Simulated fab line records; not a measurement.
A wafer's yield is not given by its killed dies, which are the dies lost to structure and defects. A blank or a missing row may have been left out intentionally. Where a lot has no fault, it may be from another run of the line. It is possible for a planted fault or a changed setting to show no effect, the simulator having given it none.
Matching of chambers || flow n5 finfet || N5_BEOL_M7_ETCH_66 on rie diel-06: 4 sister chambers
The step etches SOC in N2/H2, target depth 80 nm, overetch 16 nm, time 120 s. 14 wafers are shown with their chamber, then 7 later ones without.

== EACH WAFER AND ITS CHAMBER ==
{"wafer": "L078.1", "chamber": 2, "throttle valve pct (%)": 18.16, "drypump motor current A (A)": 5.2, "showerhead plenum p Torr (Torr)": 2.64}
{"wafer": "L078.3", "chamber": 3, "throttle valve pct (%)": 17.50, "drypump motor current A (A)": 5.5, "showerhead plenum p Torr (Torr)": 2.56}
{"wafer": "L078.6", "chamber": 3, "throttle valve pct (%)": 17.49, "drypump motor current A (A)": 5.5, "showerhead plenum p Torr (Torr)": 2.56}
{"wafer": "L080.1", "chamber": 2, "throttle valve pct (%)": 18.16, "drypump motor current A (A)": 5.2, "showerhead plenum p Torr (Torr)": 2.64}
{"wafer": "L080.4", "chamber": 3, "throttle valve pct (%)": 17.51, "drypump motor current A (A)": 5.5, "showerhead plenum p Torr (Torr)": 2.56}
{"wafer": "L080.5", "chamber": 1, "throttle valve pct (%)": 17.49, "drypump motor current A (A)": 5.4, "showerhead plenum p Torr (Torr)": 2.52}
{"wafer": "L082.1", "chamber": 0, "throttle valve pct (%)": 17.65, "drypump motor current A (A)": 5.9, "showerhead plenum p Torr (Torr)": 2.48}
{"wafer": "L082.2", "chamber": 1, "throttle valve pct (%)": 17.48, "drypump motor current A (A)": 5.5, "showerhead plenum p Torr (Torr)": 2.51}
{"wafer": "L082.3", "chamber": 2, "throttle valve pct (%)": 18.15, "drypump motor current A (A)": 5.2, "showerhead plenum p Torr (Torr)": 2.63}
{"wafer": "L084.1", "chamber": 3, "throttle valve pct (%)": 17.53, "drypump motor current A (A)": 5.5, "showerhead plenum p Torr (Torr)": 2.56}
{"wafer": "L084.3", "chamber": 0, "throttle valve pct (%)": 17.66, "drypump motor current A (A)": 5.9, "showerhead plenum p Torr (Torr)": 2.48}
{"wafer": "L084.6", "chamber": 2, "throttle valve pct (%)": 18.17, "drypump motor current A (A)": 5.2, "showerhead plenum p Torr (Torr)": 2.63}
{"wafer": "L089.3", "chamber": 1, "throttle valve pct (%)": 17.50, "drypump motor current A (A)": 5.5, "showerhead plenum p Torr (Torr)": 2.51}
{"wafer": "L089.4", "chamber": 3, "throttle valve pct (%)": 17.54, "drypump motor current A (A)": 5.5, "showerhead plenum p Torr (Torr)": 2.55}

SIGNATURES (averages over the wafers above)
{"reading": "throttle valve pct", "chamber 0": 17.6550, "chamber 1": 17.4900, "chamber 2": 18.1600, "chamber 3": 17.5140, "scatter within a chamber": 0.0147}
{"reading": "drypump motor current A", "chamber 0": 5.900, "chamber 1": 5.467, "chamber 2": 5.200, "chamber 3": 5.500, "scatter within a chamber": 0.0258}
{"reading": "showerhead plenum p Torr", "chamber 0": 2.4800, "chamber 1": 2.5133, "chamber 2": 2.6350, "chamber 3": 2.5580, "scatter within a chamber": 0.00497}
Rule: for each reading, subtract the chamber's mean from the wafer's reading, divide by that reading's scatter and square the result; add these up over the readings and take the root, which gives the wafer's distance from the chamber. If the next closest chamber is less than 2 further off than the closest, the wafer can't be placed; otherwise it belongs to the closest. The scatter is the square root of a quotient: the sum, over the shown wafers, of each reading's squared deviation from its chamber's mean, divided by wafers minus chambers.

== WAFERS WITHOUT THEIR CHAMBER ==
{"wafer": "L089.6", "throttle valve pct (%)": 18.16, "drypump motor current A (A)": 5.2, "showerhead plenum p Torr (Torr)": 2.63}
{"wafer": "L094.1", "throttle valve pct (%)": 17.56, "drypump motor current A (A)": 5.5, "showerhead plenum p Torr (Torr)": 2.54}
{"wafer": "L094.2", "throttle valve pct (%)": 17.52, "drypump motor current A (A)": 5.5, "showerhead plenum p Torr (Torr)": 2.51}
{"wafer": "L094.6", "throttle valve pct (%)": 17.56, "drypump motor current A (A)": 5.5, "showerhead plenum p Torr (Torr)": 2.55}
{"wafer": "L095.1", "throttle valve pct (%)": 17.72, "drypump motor current A (A)": 5.9, "showerhead plenum p Torr (Torr)": 2.47}
{"wafer": "L095.3", "throttle valve pct (%)": 18.21, "drypump motor current A (A)": 5.2, "showerhead plenum p Torr (Torr)": 2.62}
{"wafer": "L095.5", "throttle valve pct (%)": 18.22, "drypump motor current A (A)": 5.2, "showerhead plenum p Torr (Torr)": 2.62}

== EACH ONE'S CHAMBER ==
{"wafer": "L089.6", "from the rows above": 2, "in truth": 2}
{"wafer": "L094.1", "from the rows above": 3, "in truth": 3}
{"wafer": "L094.2", "from the rows above": 1, "in truth": 1}
{"wafer": "L094.6", "from the rows above": 3, "in truth": 3}
{"wafer": "L095.1", "from the rows above": 0, "in truth": 0}
{"wafer": "L095.3", "from the rows above": 2, "in truth": 2}
{"wafer": "L095.5", "from the rows above": 2, "in truth": 2}
7 of 7 placed correctly. Number that these rows cannot place: 0. Number placed wrongly: 0.
